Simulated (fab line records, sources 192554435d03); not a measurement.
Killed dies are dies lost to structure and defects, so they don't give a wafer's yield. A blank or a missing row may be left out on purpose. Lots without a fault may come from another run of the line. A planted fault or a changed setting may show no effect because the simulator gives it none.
Problem report in the 8D (eight disciplines) form, filled by code | flow n5_finfet | the parts of the form that need people (team, actions taken, sign-off) are left out

1. THE PROBLEM
oes_product_au at N5_PASSIVATION_AL_ETCH_33 reads a mean of 0.53 a.u. on 1 wafer of 1 lot; wafers without a fault read 0.74 a.u. with a standard deviation of 0.038. That is -5.5 standard deviations from the usual mean.
The step: etches Al in Cl2/BCl3, stops on TaN, target depth 2800 nm, time 466.7 s.
First seen on wafer L717.5, day 15 10:07, on rie_metal-01. The record holds 29 wafers of 10 lots with a number at this step. Rule for "out", or "out of limits": more than 4 standard deviations from the usual mean. The other wafers with a number count as sound.

2. WHAT IT IS AND WHAT IT IS NOT
question                    | is                | is not
which readings at this step | oes_product_au    | chamber_pressure_mTorr, drypump_motor_current_A, throttle_valve_pct
which lots                  | L717              | L703, L704, L705, L706, L707, L718, L722, L725, L726
which wafers of those lots  | L717.5            | L717.1
read on which tools         | rie_metal-01      | rie_metal-02, rie_metal-03
when                        | from day 15 10:07 | up to then (16 sound wafers); but 12 sound wafers of L718, L722, L725, L726 came after

3. SUSPECTS, AND WHAT RULES EACH OUT
Counting: a tool at a process step up to the reading stays a suspect if it ran every lot that is out. Sound lots after the first of them don't rule it out here, since some wafers of a struck lot are sound.
- pvd_sputter-01 at N5_BEOL_M15_DEGAS_41 (time 60 s): kept. It ran the lot that is out, L717 (day 14 22:01); its last sound lot up to then is L705 (day 12 00:16).
- pvd_sputter-01 at N5_PASSIVATION_AL_DEP_21 (deposits Al, target thk 2800 nm, time 170 s): kept. It ran the lot that is out, L717 (day 15 08:31); its last sound lot up to then is L707 (day 12 15:33).
- rie_metal-01 at N5_PASSIVATION_AL_ETCH_33 (etches Al in Cl2/BCl3, stops on TaN, target depth 2800 nm, time 466.7 s): kept. It ran the lot that is out, L717 (day 15 10:07); its last sound lot up to then is L706 (day 12 16:10). Its own readings are out on those wafers: oes_product_au.
- Within rie_metal-01 at N5_PASSIVATION_AL_ETCH_33: the wafers that are out ran in chamber 1; their sound lot-mates ran in chamber 0.
Left after counting: pvd_sputter-01 at N5_BEOL_M15_DEGAS_41, pvd_sputter-01 at N5_PASSIVATION_AL_DEP_21, rie_metal-01 at N5_PASSIVATION_AL_ETCH_33.

4. THE CAUSE (what the simulator had put in)
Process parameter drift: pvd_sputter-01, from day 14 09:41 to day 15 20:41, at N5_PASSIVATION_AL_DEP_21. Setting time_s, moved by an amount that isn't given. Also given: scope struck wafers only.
Counting left 3 suspects, and this tool is among them.

5. THE CHAIN OF EFFECTS, in route order
Each row: a reading whose mean over the struck wafers that have a number lies more than 3 standard deviations from the usual. Only readings for which the record gives a usual standard deviation are gone through. hours: the time from each lot's start at the first step in this table that gives one to its start at this step, as a median over the lots. sigmas: the change in usual standard deviations.
hours | step                      | reading        | usual     | on struck wafers | change | sigmas
0     | N5_PASSIVATION_AL_ETCH_33 | oes_product_au | 0.74 a.u. | 0.53             | -0.21  | -5.5
The process steps in it:
- N5_PASSIVATION_AL_ETCH_33: etches Al in Cl2/BCl3, stops on TaN, target depth 2800 nm, time 466.7 s.
Readings that are blank on the struck wafers while sound wafers have them: susceptor_temp_C at N5_PASSIVATION_AL_DEP_21.

6. WHAT WOULD HAVE CAUGHT IT SOONER
In this record the first reading out of limits was taken at day 15 10:07, 24 hours after the fault began at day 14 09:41.
All the lots that are out (1) had begun N5_PASSIVATION_AL_DEP_21 on pvd_sputter-01 by day 15 10:07. A hold on the tool at that time would have spared none of them.
